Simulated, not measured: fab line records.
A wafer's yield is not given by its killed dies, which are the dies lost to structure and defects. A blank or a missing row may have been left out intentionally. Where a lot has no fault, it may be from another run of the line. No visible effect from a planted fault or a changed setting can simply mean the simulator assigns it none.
Chamber matching | flow n5 finfet | N5_BEOL_M11_ETCH_65 on rie diel-03 has 4 sister chambers
The step etches SiARC in CF4, target depth 39 nm, time 65 s. 16 wafers are shown with their chamber, then 8 later ones without.

EACH WAFER AND ITS CHAMBER
wafer  | chamber | showerhead plenum p Torr (Torr) | oes product au (a.u.) | drypump motor current A (A)
L075.1 | 1       | 2.18                            | 0.81                  | 5.9
L075.4 | 0       | 2.10                            | 0.75                  | 5.3
L075.5 | 2       | 2.02                            | 0.58                  | 6.0
L077.2 | 3       | 2.16                            | 0.61                  | 6.4
L077.3 | 1       | 2.18                            | 0.81                  | 5.9
L077.6 | 1       | 2.18                            | 0.82                  | 5.9
L078.1 | 3       | 2.16                            | 0.61                  | 6.5
L078.4 | 1       | 2.18                            | 0.81                  | 5.9
L078.6 | 1       | 2.18                            | 0.82                  | 5.9
L079.2 | 1       | 2.18                            | 0.81                  | 5.9
L079.3 | 0       | 2.10                            | 0.75                  | 5.2
L079.4 | 2       | 2.02                            | 0.58                  | 5.9
L083.1 | 1       | 2.17                            | 0.80                  | 5.9
L083.2 | 0       | 2.10                            | 0.74                  | 5.2
L083.3 | 3       | 2.15                            | 0.60                  | 6.4
L083.4 | 3       | 2.15                            | 0.60                  | 6.4

SIGNATURES (averages over the wafers above)
reading                  | chamber 0 | chamber 1 | chamber 2 | chamber 3 | scatter within a chamber
showerhead plenum p Torr | 2.1000    | 2.1786    | 2.0200    | 2.1550    | 0.00393
oes product au           | 0.7467    | 0.8114    | 0.5800    | 0.6050    | 0.00614
drypump motor current A  | 5.233     | 5.900     | 5.950     | 6.425     | 0.04
Rule: for a wafer and a chamber, the distance is found by dividing, reading by reading, the gap between the wafer's reading and the chamber's mean by the reading's scatter, squaring, summing and taking the root. If the next closest chamber is less than 2 further off than the closest, the wafer can't be placed; otherwise it belongs to the closest. How the scatter is found: for the shown wafers, subtract from each reading the mean of its chamber, square and add these, divide the total by (wafers less chambers), then take the root.

WAFERS WITH NO CHAMBER GIVEN
wafer  | showerhead plenum p Torr (Torr) | oes product au (a.u.) | drypump motor current A (A)
L083.5 | 2.18                            | 0.80                  | 5.9
L083.6 | 2.10                            | 0.74                  | 5.2
L082.1 | 2.10                            | 0.74                  | 5.2
L082.3 | 2.15                            | 0.60                  | 6.5
L082.6 | 2.17                            | 0.81                  | 5.9
L089.1 | 2.17                            | 0.78                  | 5.9
L089.2 | 2.10                            | 0.73                  | 5.3
L089.5 | 2.15                            | 0.60                  | 6.5

WHICH CHAMBER EACH WENT THROUGH
wafer  | from the rows above | in truth
L083.5 | 1                   | 1
L083.6 | 0                   | 0
L082.1 | 0                   | 0
L082.3 | 3                   | 3
L082.6 | 1                   | 1
L089.1 | 1                   | 1
L089.2 | 0                   | 0
L089.5 | 3                   | 3
Correct placement for 8 of the 8. Left unplaced by these rows: 0. 0 placed wrongly.
